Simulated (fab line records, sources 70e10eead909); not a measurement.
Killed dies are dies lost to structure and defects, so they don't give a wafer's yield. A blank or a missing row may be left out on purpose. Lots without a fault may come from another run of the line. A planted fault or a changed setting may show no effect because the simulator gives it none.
Chamber matching | flow nand_harc | NHARC_P_CONTACT_ALD_22 on ald_metal-02: 4 sister chambers
The step deposits TiN, target thk 3 nm, pulse time 1 s, ald cycles 150. 4 wafers are shown with their chamber, then 9 later ones without.

WAFERS WITH THEIR CHAMBER
wafer  | chamber | heater_power_w (W)
L079.3 | 3       | 1089
L087.1 | 1       | 864
L087.2 | 2       | 1012
L087.3 | 0       | 1033

WAFERS WITHOUT THEIR CHAMBER
wafer  | heater_power_w (W)
L089.3 | 864
L089.5 | 1069
L089.6 | 1088
L094.1 | 858
L094.3 | 1006
L094.6 | 1039
L095.3 | 1064
L095.5 | 1039
L095.6 | 981

WHICH CHAMBER EACH WENT THROUGH
wafer  | from the rows above          | in truth
L089.3 | 1                            | 1
L089.5 | can't be placed: 3 or 0      | 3
L089.6 | 3                            | 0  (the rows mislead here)
L094.1 | 1                            | 1
L094.3 | can't be placed: 2 or 0      | 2
L094.6 | can't be placed: 0 or 2      | 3
L095.3 | can't be placed: 3 or 0 or 2 | 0
L095.5 | can't be placed: 0 or 2      | 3
L095.6 | can't be placed: 2 or 0      | 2
Placed correctly: 2 of 9. Can't be placed from these rows: 6 (the true chamber is among the candidates in 4). Placed wrongly: 1.
How it was worked out, from the rows above alone: a wafer's distance from a chamber is the root of the sum, over the readings, of the square of ((its reading less the chamber's mean) divided by the reading's scatter). The wafer belongs to the nearest chamber; if the next one is less than 2 further off, it can't be placed. A chamber's mean is the mean of its shown wafers. The scatter: with one shown wafer a chamber, the root of the mean of the squares of how far each hidden wafer lies from its nearest shown one.
